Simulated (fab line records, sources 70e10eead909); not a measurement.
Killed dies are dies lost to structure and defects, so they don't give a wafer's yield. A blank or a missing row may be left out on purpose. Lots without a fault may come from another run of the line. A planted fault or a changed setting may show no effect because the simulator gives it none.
A struck lot beside a sound one | flow nand_harc | 14 steps out of a route of 1159
Sound: wafers L466.1, L466.3, L466.5. Struck: wafer L472.6. (L472.1, L472.3 of the same lot were not struck and are left out.) The cause comes at the end.
At each step with rows: each side's tool, then ch and its chambers, then its first start. Under that, the readings that differ: sound wafers | struck wafers | difference of the means | sigmas: that difference in standard deviations of wafers without a fault.
alike: readings whose means differ by less than 2 such deviations, and words and numbers that are the same on both sides. not compared: withheld readings, readings that some wafer has no value for, bounds like >300 that may hide the same value, and numbers for which the record gives no deviation and whose values overlap.
The two part at a step that has a row with sigmas, a row that says differs or no value, or rows on one side only. Numbers that don't overlap but have no deviation are shown without sigmas and don't part them. A reading that every wafer of one side lacks parts them only if that side has two wafers or more.

first, 7 steps without rows for these wafers: NHARC_A_STAIRCASE_SOFTBAKE_179 (time 170 s); NHARC_A_STAIRCASE_EBR_180; NHARC_A_STAIRCASE_EXPOSE_181 (exposes mask STAIR 2); NHARC_A_STAIRCASE_PEB_182 (peb time 130 s); NHARC_A_STAIRCASE_DEVELOP_183 (time 140 s); NHARC_A_STAIRCASE_HARDBAKE_185 (time 140 s); NHARC_A_STAIRCASE_DESCUM_186 (chemistry O2, time 3 s).
NHARC_A_STAIRCASE_TRIM_187: chemistry O2, time 211.2 s.
  sound on rie_diel-05 ch 0,2,3, day 12 18:15; struck on rie_diel-06 ch 3, day 14 04:53
  reading      | sound          | struck | difference | sigmas
  rf_vpp_V (V) | 57.7 57.3 57.5 | 60.1   | +2.6       | +3
  alike: drypump_motor_current_A, o2_flow_sccm, oes_product_au, run_length_s, showerhead_plenum_p_Torr, throttle_valve_pct
  not compared: rf_hours_counter_h
NHARC_A_STAIRCASE_ETCH_188: etches the open film in C4F8/O2, target depth 100 nm, time 40.5 s.
  sound on rie_diel-05 ch 0,3; struck on rie_diel-06 ch 2
  reading               | sound             | struck | difference | sigmas
  oes_product_au (a.u.) | 0.955 0.952 0.952 | 0.920  | -0.033     | -3
  alike: rf_vpp_V
  not compared: rf_hours_counter_h
NHARC_A_STAIRCASE_TRIM_189: chemistry O2, time 211.2 s.
  sound on rie_diel-05 ch 0,2; struck on rie_diel-06 ch 0
  reading      | sound          | struck | difference | sigmas
  rf_vpp_V (V) | 59.2 56.3 56.4 | 55.4   | -1.9       | -2
  alike: drypump_motor_current_A, o2_flow_sccm, oes_product_au, run_length_s, showerhead_plenum_p_Torr, throttle_valve_pct
  not compared: rf_hours_counter_h
NHARC_A_STAIRCASE_ETCH_190: etches the open film in C4F8/O2, target depth 100 nm, time 40.5 s.
  sound on rie_diel-05 ch 0,1,2; struck on rie_diel-06 ch 1
  alike: oes_product_au, rf_vpp_V
  not compared: rf_hours_counter_h
NHARC_A_STAIRCASE_TRIM_191: chemistry O2, time 211.2 s.
  sound on rie_diel-05 ch 0,1, day 12 18:41; struck on rie_diel-06 ch 1, day 14 05:23
  reading                     | sound             | struck | difference | sigmas
  drypump_motor_current_A (A) | 5.73 5.73 5.74    | 6.24   | +0.51      | +2
  run_length_s (s)            | 232.7 231.7 231.7 | 300.9  | +68.9      | +99 or more
  alike: o2_flow_sccm, oes_product_au, rf_vpp_V, showerhead_plenum_p_Torr, throttle_valve_pct
  not compared: rf_hours_counter_h
NHARC_A_STAIRCASE_ETCH_192: etches the open film in C4F8/O2, target depth 100 nm, time 40.5 s.
  sound on rie_diel-05 ch 0,1,3; struck on rie_diel-06 ch 2
  alike: oes_product_au, rf_vpp_V
  not compared: rf_hours_counter_h
-- the record jumps here: 8 days lie between the struck wafers' starts before and after (it left off in module A_STAIRCASE and takes up again in module END, whose first step shown is number 1159 of the route) --
NHARC_END_SORT_01:
  the record has rows for the struck wafers here (prober-01 ch 0, day 22 08:03) and none for the sound ones

WHERE THEY PART
First at NHARC_A_STAIRCASE_TRIM_187; last, within this record, at NHARC_END_SORT_01.

WHY: what the simulator had put in
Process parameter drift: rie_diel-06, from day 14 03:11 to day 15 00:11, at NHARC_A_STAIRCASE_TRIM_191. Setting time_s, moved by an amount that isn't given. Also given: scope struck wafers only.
